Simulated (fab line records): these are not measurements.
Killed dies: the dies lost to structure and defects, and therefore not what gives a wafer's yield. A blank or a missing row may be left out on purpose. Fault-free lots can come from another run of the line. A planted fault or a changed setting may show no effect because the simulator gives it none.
Lot-split experiment | flow n5_finfet | 7 lots, 21 wafers read, on a route of 1938 steps

## SPLIT DETAILS
At N5_HKMG_FIN_COAT_41 (time 60 s, resist thk 300 nm), the setting spin_rpm was moved away from the recipe's 1500 rpm on 7 of the 21 wafers read, by -10.0% to +6.5%. All remaining wafers had this setting at the recipe value.

## FROM THE SPLIT TO THE READING: what the file shows between them, 4 steps
- N5_HKMG_FIN_COAT_42: time 60 s, resist thk 35 nm
- N5_HKMG_FIN_COAT_43: resist thk 90 nm
- N5_HKMG_FIN_STRIP_56: strips in N2/H2
- N5_HKMG_FIN_STRIP_57: strips in CF4

## THE READING
SOC_of_HKMG_FIN_COAT_41.thk_nm (the simulator's own value, which no gauge read), in nm, at N5_HKMG_FIN_ETCH_58 (etches SOC in N2/H2, target depth 215.8 nm, time 741 s). There is no usual value for it anywhere in the file. The 14 wafers here that ran the recipe average 84.8 nm, standard deviation 2 nm.

wafer  | tool, chamber at the split | spin_rpm as run, rpm | against the recipe | SOC_of_HKMG_FIN_COAT_41.thk_nm, nm | against lot-mates on the recipe
L076.1 | litho_track-03, 0          | 1409                 | -6.1%              | 93.6                               | +8.2
L076.3 | litho_track-03, 0          | 1500                 | recipe             | 87.4                               | -
L076.6 | litho_track-03, 0          | 1500                 | recipe             | 83.4                               | -
L078.2 | litho_track-03, 0          | 1500                 | recipe             | 88                                 | -
L078.3 | litho_track-03, 0          | 1500                 | recipe             | 83.6                               | -
L078.6 | litho_track-03, 0          | 1500                 | recipe             | 83.4                               | -
L080.1 | litho_track-03, 0          | 1500                 | recipe             | 84.4                               | -
L080.5 | litho_track-03, 0          | 1598                 | +6.5%              | 77                                 | -7.5
L080.6 | litho_track-03, 0          | 1500                 | recipe             | 84.6                               | -
L085.1 | litho_track-05, 0          | 1500                 | recipe             | 80.8                               | -
L085.2 | litho_track-05, 0          | 1428                 | -4.8%              | 90.2                               | +7.1
L085.4 | litho_track-05, 0          | 1500                 | recipe             | 85.4                               | -
L086.1 | litho_track-05, 0          | 1500                 | recipe             | 86.8                               | -
L086.4 | litho_track-05, 0          | 1548                 | +3.2%              | 77.6                               | -9.2
L086.6 | litho_track-05, 0          | 1548                 | +3.2%              | 75.8                               | -11.0
L093.2 | litho_track-03, 0          | 1500                 | recipe             | 84                                 | -
L093.5 | litho_track-03, 0          | 1500                 | recipe             | 84.2                               | -
L093.6 | litho_track-03, 0          | 1500                 | recipe             | 88.2                               | -
L094.1 | litho_track-05, 0          | 1350                 | -10.0%             | 94.4                               | +11.0
L094.4 | litho_track-05, 0          | 1500                 | recipe             | 83.4                               | -
L094.6 | litho_track-05, 0          | 1350                 | -10.0%             | 97.2                               | +13.8

THE FIT
A straight line over all 21 wafers: SOC_of_HKMG_FIN_COAT_41.thk_nm changes by -1.27 nm for each +1% of spin_rpm; r = -0.91; the points scatter about the line by 2.3 nm.
The same after taking each lot's own level away (the mean of its wafers on the recipe; 21 wafers): -1.41 nm for each +1%; r = -0.92; scatter 2.4 nm.
According to that fit, moving spin_rpm by its largest amount changes the reading by 14 nm.
The span of the lots' own levels, 83.10 to 86.80 nm, comes to 1.8 times the standard deviation stated above.
So the slope is not independent of the lot-to-lot level: the two fits are not the same.
Check: +14.7 nm against its lot-mates is what the line predicts for one of the wafers moved furthest among these (-10.0%) when that wafer is left out of the fit. It came out at +11 nm against them.

## OTHER SPLITS ON THESE WAFERS
These wafers also went through other splits before the reading. Each is held against what the fit with the lots' levels taken away leaves over:
other split on the same wafers | wafers away from the commonest value | r with SOC_of_HKMG_FIN_COAT_41.thk_nm (lot level and that fit taken away)
N5_DUMMY_GATE_COAT_09 spin_rpm | 3                                    | +0.23
N5_SD_EPI_N_COAT_33 spin_rpm   | 8                                    | +0.45
N5_SD_EPI_N_DESCUM_14 time_s   | 3                                    | +0.18
N5_ILD0_CMP_03 down_force_psi  | 8                                    | -0.24

## THE WHOLE CHAIN: every reading that the file lists as answering this split, in the file's order
step                | what it does                                           | reading                                                                         | change (the file's fit)              | r (the file's)
N5_HKMG_FIN_COAT_41 | time 60 s, resist thk 300 nm                           | SOC_of_HKMG_FIN_COAT_41.thk_nm (the simulator's own value, which no gauge read) | -1.53 nm for each +1% of the setting | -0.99
N5_HKMG_FIN_ETCH_58 | etches SOC in N2/H2, target depth 215.8 nm, time 741 s | SOC_of_HKMG_FIN_COAT_41.thk_nm (the simulator's own value, which no gauge read) | -1.36 nm for each +1% of the setting | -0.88

## THE FILE'S OWN FIT
SOC_of_HKMG_FIN_COAT_41.thk_nm changes by -1.36 nm for each +1% of spin_rpm, r = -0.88.
